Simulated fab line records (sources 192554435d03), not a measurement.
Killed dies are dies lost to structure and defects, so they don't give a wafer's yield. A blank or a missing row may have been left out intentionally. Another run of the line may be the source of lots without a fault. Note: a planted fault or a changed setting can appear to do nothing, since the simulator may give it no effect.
fab line records	flow n5-finfet
record: lots: 7	wafers: 39
route steps=1938 shown FIN_SAQP@138 SD_EPI_P@321
start-h: hours from the record's first day to the start of the lot's first wafer shown	wait-h: time in hours since the lot's previous step	" identical to the entry in the row above	L1.1+2: several wafers, shown together as one row	- value missing, or start not given	* or withheld: withheld	< > ~ a bound
route shown NAME@n: names a module that has steps shown in the file, with the first one's number in the route	usual: mean/standard deviation of fault-free wafers	same: alike in all rows	chamber/n: place in a boat	sites: each site's reading	_std_site: standard deviation across them	_edge_site: inner sites' mean taken away from outer sites' mean	radius-mm: how far each site lies from the wafer's centre	mask NAME#n: copy n	behind: the tool/chamber that last shaped the wafer	hold: reason for holding the lot/hours on hold/outcome of the hold	device: the n, p or np transistor that did not switch	end of line: the route-end tests of the same wafers	where a step has no rows: the recipe by itself	killed: dies lost to structure and defects at the first sort, not the wafer's yield	map: the dies of a wafer, with x for killed, . for not killed, _ for no die there
set.NAME: setting as actually run; set.NAME@STEP: the setting as run at that earlier step	model.NAME: the simulator's own value behind a step, which no gauge read
lots run with intentionally changed settings; tables by step, rows by wafer
== steps ==
step: N5_FIN_SAQP_SPACER2_ALD_28
recipe: material: SiO2	target-thk-a: 81	temp-c: 300	ald-precursor-family: BDEAS	ald-co-reactant: O2-plasma	pulse-time-s: 1	purge-time-s: 2	co-reactant-purge-time-s: 2	pressure-torr: 2
lot.wafer	tool	chamber	start-h	wait-h	set.target-thk-a	model.SiO2_of_FIN_SAQP_SPACER2_ALD_28.thk-nm
L078.1+2+3	ald-sin-03	1,0,2	49.81	0.1	81	8
L078.4+5+6	"	3,0,3	"	"	41.59	4.2
L079.1+4	ald-sin-02	3,2	55.59	0.1	81	8
L079.2+5+6	"	1,1,2	"	"	102	10.2
L079.3	"	0	"	"	81	8.2
L086.1+4+5	ald-sin-01	0,1,3	98.61	0.1	81	8.2
L086.2+3+6	"	3,2,2	"	"	48.07	4.8
L087.1+6	ald-sin-01	3	104.26	0.1	81	8.2
L087.2+5	"	0	"	"	106.7	10.6
L087.3	"	2	"	"	106.7	10.8
L087.4	"	1	"	"	81	8
L090.1+2+4	ald-sin-01	2,1,0	122.11	0.1	81	8.2
L093.1+5	ald-sin-03	0,1	139.76	0.1	54.99	5.6
L093.2+3	"	2,3	"	"	81	8.2
L093.4	"	1	"	"	54.99	5.4
L093.6	"	2	"	"	81	8
L094.1+2	ald-sin-02	3,1	146.99	0.1	81	8.2
L094.3+4+5	"	2,2,1	"	"	46.62	4.6
L094.6	"	3	"	"	81	8
step: N5_FIN_SAQP_SPACER2_ETCHBACK_29
recipe: chemistry: CHF3/O2	mode: anisotropic-etchback	target: SiO2	target-depth-a: 122	time-s: 6.1	pressure-mtorr: 30	source-w: 650	bias-w: 170	Ar_flow_sccm: 200	CHF3_flow_sccm: 50	O2_flow_sccm: 5	ion-energy-ev: 200
step: N5_FIN_SAQP_MANDREL2_REMOVE_60
recipe: chemistry: HBr/Cl2/O2	bt-time-s: 10	target: a-Si	stop-on: SiNx	endpoint: OES-SiCl	over-etch-frac: 1	icp-w: 600	bias-w: 22	HBr_flow_sccm: 150	Cl2_flow_sccm: 80	O2_flow_sccm: 5	pressure-mtorr: 10
lot.wafer	tool	chamber	start-h	wait-h	set.target-thk-a@FIN_SAQP_SPACER2_ALD_28	model.FIN_SAQP.cd-nm
L078.1+2+3	rie-si-05	1,0,2	50.22	0.1	81	8
L078.4	"	3	"	"	41.59	4.2
L078.5+6	"	0,3	"	"	41.59	4
L079.1+3	rie-si-04	0,3	56.07	0.1	81	8
L079.2	"	2	"	"	102	10.2
L079.4	"	1	"	"	81	8.2
L079.5+6	"	3,0	"	"	102	10
L086.1	rie-si-03	3	99.02	0.1	81	8.2
L086.2+3+6	"	2,1,3	"	"	48.07	4.8
L086.4+5	"	0	"	"	81	8
L087.1+4+6	rie-si-04	3,2,1	104.75	0.1	81	8.2
L087.2+3	"	1,0	"	"	106.7	10.6
L087.5	"	0	"	"	106.7	10.4
L090.1+2+4	rie-si-03	0,3,2	122.52	0.1	81	8.2
L093.1	rie-si-04	0	140.18	0.1	54.99	5.4
L093.2+3+6	"	2,1,1	"	"	81	8.2
L093.4+5	"	3,2	"	"	54.99	5.6
L094.1	rie-si-03	3	147.40	0.1	81	8.2
L094.2+6	"	0,2	"	"	81	8
L094.3+4	"	2,1	"	"	46.62	4.6
L094.5	"	3	"	"	46.62	4.8
step: N5_FIN_SAQP_CD_MEAS_31
recipe: target-cd-nm: 8	landing-energy-ev: 1000	detector: se-inlens	polarity: line
usual: cd-nm: 8.08/0.21
lot.wafer	tool	chamber	start-h	wait-h	set.target-thk-a@FIN_SAQP_SPACER2_ALD_28	cd-nm
L078.1	cd-sem-01	0	50.33	0.1	81	7.90
L078.2	"	0	"	"	81	7.98
L078.3	"	0	"	"	81	7.77
L078.4	"	0	"	"	41.59	4.23
L078.5	"	0	"	"	41.59	4.25
L078.6	"	0	"	"	41.59	3.61
L079.1	cd-sem-01	0	56.18	0.1	81	8.26
L079.2	"	0	"	"	102	10.24
L079.3	"	0	"	"	81	8.27
L079.4	"	0	"	"	81	8.06
L079.5	"	0	"	"	102	9.72
L079.6	"	0	"	"	102	10.20
L086.1	cd-sem-02	0	99.13	0.1	81	8.41
L086.2	"	0	"	"	48.07	4.58
L086.3	"	0	"	"	48.07	4.65
L086.4	"	0	"	"	81	8.26
L086.5	"	0	"	"	81	7.93
L086.6	"	0	"	"	48.07	4.94
L087.1	cd-sem-01	0	104.86	0.1	81	8.51
L087.2	"	0	"	"	106.7	10.44
L087.3	"	0	"	"	106.7	10.39
L087.4	"	0	"	"	81	7.56
L087.5	"	0	"	"	106.7	10.43
L087.6	"	0	"	"	81	8.06
L090.1	cd-sem-01	0	122.63	0.1	81	8.07
L090.2	"	0	"	"	81	7.90
L090.4	"	0	"	"	81	8.04
L093.1	cd-sem-03	0	140.28	0.1	54.99	5.68
L093.2	"	0	"	"	81	8.45
L093.3	"	0	"	"	81	7.94
L093.4	"	0	"	"	54.99	5.47
L093.5	"	0	"	"	54.99	5.79
L093.6	"	0	"	"	81	7.73
L094.1	cd-sem-02	0	147.51	0.1	81	7.80
L094.2	"	0	"	"	81	7.80
L094.3	"	0	"	"	46.62	4.25
L094.4	"	0	"	"	46.62	4.45
L094.5	"	0	"	"	46.62	4.85
L094.6	"	0	"	"	81	8.04
step: N5_FIN_SAQP_HM_OPEN_33
recipe: chemistry: CH3F/O2	target: SiNx	mask-material: SiO2	target-depth-a: 494	time-s: 70.6	pressure-mtorr: 30	source-w: 395	bias-w: 73	Ar_flow_sccm: 150	CH3F_flow_sccm: 30	O2_flow_sccm: 20	ion-energy-ev: 120	ends: cleared
step: N5_FIN_SAQP_ETCH_34
recipe: chemistry: C4F6/O2	target: SiO2	target-depth-a: 450	time-s: 15	ion-energy-ev: 250	pressure-mtorr: 30	source-w: 345	bias-w: 185	Ar_flow_sccm: 300	C4F6_flow_sccm: 10	O2_flow_sccm: 10	ends: cleared
step: N5_FIN_SAQP_STRIP_77
recipe: chemistry: N2/H2	time-s: 90	power-w: 100	temp-c: 40	pressure-mtorr: 100	rf-frequency-hz: 6e+07	bias-power-w: 3	n2-flow-sccm: 300	h2-flow-sccm: 300
step: N5_FIN_SAQP_HM_CD_35
recipe: target-cd-nm: 8	polarity: line
usual: cd-nm: 8.03/0.24
lot.wafer	tool	chamber	start-h	wait-h	set.target-thk-a@FIN_SAQP_SPACER2_ALD_28	cd-nm
L078.1	cd-sem-02	-	50.60	0.1	81	7.69
L078.2	"	-	"	"	81	7.79
L078.3	"	-	"	"	81	7.73
L078.4	"	-	"	"	41.59	4.23
L078.5	"	-	"	"	41.59	3.82
L078.6	"	-	"	"	41.59	3.73
L079.1	cd-sem-01	-	56.45	0.1	81	8.19
L079.2	"	-	"	"	102	10.09
L079.3	"	-	"	"	81	7.81
L079.4	"	-	"	"	81	7.84
L079.5	"	-	"	"	102	10.32
L079.6	"	-	"	"	102	9.99
L086.1	cd-sem-01	-	99.40	0.1	81	8.20
L086.2	"	-	"	"	48.07	4.83
L086.3	"	-	"	"	48.07	4.22
L086.4	"	-	"	"	81	8.10
L086.5	"	-	"	"	81	7.98
L086.6	"	-	"	"	48.07	4.47
L087.1	cd-sem-02	-	105.13	0.1	81	8.13
L087.2	"	-	"	"	106.7	10.81
L087.3	"	-	"	"	106.7	10.74
L087.4	"	-	"	"	81	8.21
L087.5	"	-	"	"	106.7	10.21
L087.6	"	-	"	"	81	8.41
L090.1	cd-sem-01	-	122.91	0.1	81	8.43
L090.2	"	-	"	"	81	8.33
L090.4	"	-	"	"	81	8.04
L093.1	cd-sem-03	-	140.55	0.1	54.99	5.24
L093.2	"	-	"	"	81	8.19
L093.3	"	-	"	"	81	8.54
L093.4	"	-	"	"	54.99	5.66
L093.5	"	-	"	"	54.99	5.29
L093.6	"	-	"	"	81	8.05
L094.1	cd-sem-03	-	147.78	0.1	81	8.41
L094.2	"	-	"	"	81	7.76
L094.3	"	-	"	"	46.62	4.49
L094.4	"	-	"	"	46.62	4.57
L094.5	"	-	"	"	46.62	4.70
L094.6	"	-	"	"	81	8.08
step: N5_FIN_SAQP_ETCH_64
recipe: chemistry: CF4	target: SiO2	target-depth-a: 15	ion-energy-ev: 350	pressure-mtorr: 10	icp-w: 800	bias-w: 400	cf4-flow-sccm: 80
step: N5_FIN_SAQP_FIN_ETCH_36
recipe: chemistry: HBr/Cl2/O2	target-depth-a: 1200	mask-material: SiNx	time-s: 50.4	bias-w: 102	pressure-mtorr: 10	icp-w: 800	HBr_flow_sccm: 150	Cl2_flow_sccm: 80	O2_flow_sccm: 12
lot.wafer	tool	chamber	start-h	wait-h	set.target-thk-a@FIN_SAQP_SPACER2_ALD_28	model.FIN_SAQP.cd-nm
L078.1+2	rie-si-03	3,1	50.66	0.0	81	8
L078.3	"	2	"	"	81	7.8
L078.4+5+6	"	0,3,0	"	"	41.59	4
L079.1+3	rie-si-05	3,1	56.52	0.0	81	8
L079.2	"	0	"	"	102	9.8
L079.4	"	2	"	"	81	8.2
L079.5+6	"	1,2	"	"	102	10.2
L086.1	rie-si-05	3	99.47	0.0	81	8.2
L086.2	"	2	"	"	48.07	5
L086.3	"	1	"	"	48.07	4.8
L086.4+5	"	0,3	"	"	81	7.8
L086.6	"	0	"	"	48.07	4.6
L087.1+4+6	rie-si-03	0,3,0	105.20	0.0	81	8.2
L087.2	"	2	"	"	106.7	10.8
L087.3+5	"	1,3	"	"	106.7	10.4
L090.1+2	rie-si-05	3,1	122.98	0.0	81	8.2
L090.4	"	2	"	"	81	8
L093.1	rie-si-03	3	140.62	0.0	54.99	5.2
L093.2+6	"	0,3	"	"	81	8
L093.3	"	1	"	"	81	8.2
L093.4	"	2	"	"	54.99	5
L093.5	"	2	"	"	54.99	5.4
L094.1	rie-si-05	3	147.85	0.0	81	8.2
L094.2+6	"	1,0	"	"	81	7.8
L094.3	"	0	"	"	46.62	4.4
L094.4+5	"	2,3	"	"	46.62	4.8
step: N5_FIN_SAQP_CD_MEAS_37
recipe: target-cd-nm: 8	polarity: line
usual: cd-nm: 8.05/0.25
lot.wafer	tool	chamber	start-h	wait-h	set.target-thk-a@FIN_SAQP_SPACER2_ALD_28	cd-nm
L078.1	cd-sem-03	-	50.78	0.1	81	7.91
L078.2	"	-	"	"	81	8.15
L078.3	"	-	"	"	81	7.85
L078.4	"	-	"	"	41.59	3.76
L078.5	"	-	"	"	41.59	3.83
L078.6	"	-	"	"	41.59	3.80
L079.1	cd-sem-02	-	56.63	0.1	81	8.35
L079.2	"	-	"	"	102	9.99
L079.3	"	-	"	"	81	8.23
L079.4	"	-	"	"	81	8.52
L079.5	"	-	"	"	102	10.00
L079.6	"	-	"	"	102	10.46
L086.1	cd-sem-01	-	99.59	0.1	81	8.26
L086.2	"	-	"	"	48.07	5.07
L086.3	"	-	"	"	48.07	4.98
L086.4	"	-	"	"	81	7.63
L086.5	"	-	"	"	81	7.41
L086.6	"	-	"	"	48.07	4.54
L087.1	cd-sem-03	-	105.32	0.1	81	8.28
L087.2	"	-	"	"	106.7	10.95
L087.3	"	-	"	"	106.7	10.53
L087.4	"	-	"	"	81	8.01
L087.5	"	-	"	"	106.7	10.21
L087.6	"	-	"	"	81	8.17
L090.1	cd-sem-03	-	123.10	0.1	81	8.20
L090.2	"	-	"	"	81	8.07
L090.4	"	-	"	"	81	7.95
L093.1	cd-sem-03	-	140.74	0.1	54.99	5.33
L093.2	"	-	"	"	81	7.89
L093.3	"	-	"	"	81	8.04
L093.4	"	-	"	"	54.99	5.16
L093.5	"	-	"	"	54.99	5.55
L093.6	"	-	"	"	81	8.19
L094.1	cd-sem-03	-	147.97	0.1	81	8.09
L094.2	"	-	"	"	81	7.54
L094.3	"	-	"	"	46.62	4.27
L094.4	"	-	"	"	46.62	4.54
L094.5	"	-	"	"	46.62	4.66
L094.6	"	-	"	"	81	7.86
step: N5_SD_EPI_P_EPI_21
recipe: material: SiGe:B	dopant: B	temp-c: 550	pressure-torr: 20	ambient: H2	time-s: 355
lot.wafer	tool	chamber	start-h	wait-h	set.time-s	model.SiGe-B_of_SD_EPI_P_EPI_21.thk-nm
L078.1	epi-rpcvd-02	0	79.04	0.2	355	60
L078.2	"	0	"	"	355	60.2
L078.3+4+5+6	"	0	"	"	355	60.6
L079.1+2+5	epi-rpcvd-04	0	86.84	0.1	355	61.8
L079.3	"	0	"	"	355	62.6
L079.4+6	"	0	"	"	355	61.2
L086.1+2+3	epi-rpcvd-04	0	126.85	0.1	355	61.8
L086.4	"	0	127.93	1.1	434	71.6
L086.5	"	0	"	"	434	70.6
L086.6	"	0	"	"	434	71.2
L087.1	epi-rpcvd-03	0	134.86	0.3	355	60
L087.2+3	"	0	"	"	355	59.8
L087.4+6	"	0	136.78	2.0	355	60.8
L087.5	"	0	"	"	355	59.6
L090.1+4	epi-rpcvd-02	0	153.51	0.2	355	59.8
L090.2	"	0	"	"	355	59.6
L093.1	epi-rpcvd-03	0	170.73	0.3	355	62.6
L093.2	"	0	"	"	160.5	30.6
L093.3	"	0	"	"	355	62
L093.4	"	0	"	"	355	62.8
L093.5	"	0	"	"	160.5	30.4
L093.6	"	0	"	"	160.5	30.8
L094.1	epi-rpcvd-02	0	178.49	0.1	355	60.6
L094.2	"	0	"	"	355	60.2
L094.3	"	0	"	"	430.8	69.6
L094.4	"	0	"	"	430.8	69
L094.5	"	0	"	"	355	60
L094.6	"	0	"	"	430.8	68.6
step: N5_SD_EPI_P_EPI_MEAS_23
recipe: mode: xrd
usual: thk-nm: 60.8/1.3
lot.wafer	tool	chamber	start-h	wait-h	set.time-s@SD_EPI_P_EPI_21	thk-nm
L078.1	film-metro-02	-	81.95	2.4	355	60.6
L078.2	"	-	"	"	355	59.5
L078.3	"	-	"	"	355	58.8
L078.4	"	-	"	"	355	60.9
L078.5	"	-	"	"	355	59.7
L078.6	"	-	"	"	355	62.0
L079.1	film-metro-01	-	89.03	1.8	355	61.9
L079.2	"	-	"	"	355	61.1
L079.3	"	-	"	"	355	63.0
L079.4	"	-	"	"	355	60.8
L079.5	"	-	"	"	355	61.5
L079.6	"	-	"	"	355	60.6
L086.1	film-metro-01	-	129.04	1.8	355	61.2
L086.2	"	-	"	"	355	60.6
L086.3	"	-	"	"	355	61.3
L086.4	"	-	"	"	434	71.7
L086.5	"	-	"	"	434	68.1
L086.6	"	-	"	"	434	71.3
L087.1	film-metro-01	-	138.74	3.2	355	59.9
L087.2	"	-	"	"	355	59.5
L087.3	"	-	"	"	355	58.3
L087.4	"	-	"	"	355	60.4
L087.5	"	-	"	"	355	60.8
L087.6	"	-	"	"	355	62.8
L090.1	film-metro-01	-	156.44	2.5	355	60.9
L090.2	"	-	"	"	355	57.3
L090.4	"	-	"	"	355	58.4
L093.1	film-metro-01	-	174.61	3.2	355	62.5
L093.2	"	-	"	"	160.5	30.5
L093.3	"	-	"	"	355	61.1
L093.4	"	-	"	"	355	62.6
L093.5	"	-	"	"	160.5	30.7
L093.6	"	-	"	"	160.5	31.6
L094.1	film-metro-01	-	180.70	1.9	355	61.0
L094.2	"	-	"	"	355	59.6
L094.3	"	-	"	"	430.8	70.3
L094.4	"	-	"	"	430.8	67.9
L094.5	"	-	"	"	355	60.4
L094.6	"	-	"	"	430.8	68.2
== key ==
split: step: N5_FIN_SAQP_SPACER2_ALD_28	setting: target-thk-a	stated: 81	by: wafer
response: step: N5_FIN_SAQP_SPACER2_ALD_28	reading: model.SiO2_of_FIN_SAQP_SPACER2_ALD_28.thk-nm	change: +0.0811	per: 1%	r: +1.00
response: step: N5_FIN_SAQP_MANDREL2_REMOVE_60	reading: model.FIN_SAQP.cd-nm	change: +0.0797	per: 1%	r: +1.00
response: step: N5_FIN_SAQP_CD_MEAS_31	reading: cd-nm	change: +0.0788	per: 1%	r: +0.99
response: step: N5_FIN_SAQP_HM_CD_35	reading: cd-nm	change: +0.0824	per: 1%	r: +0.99
response: step: N5_FIN_SAQP_FIN_ETCH_36	reading: model.FIN_SAQP.cd-nm	change: +0.0792	per: 1%	r: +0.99
response: step: N5_FIN_SAQP_CD_MEAS_37	reading: cd-nm	change: +0.0788	per: 1%	r: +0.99
split: step: N5_SD_EPI_P_EPI_21	setting: time-s	stated: 355	by: wafer
response: step: N5_SD_EPI_P_EPI_21	reading: model.SiGe-B_of_SD_EPI_P_EPI_21.thk-nm	change: +0.542	per: 1%	r: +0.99
response: step: N5_SD_EPI_P_EPI_MEAS_23	reading: thk-nm	change: *	per: 1%	r: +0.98
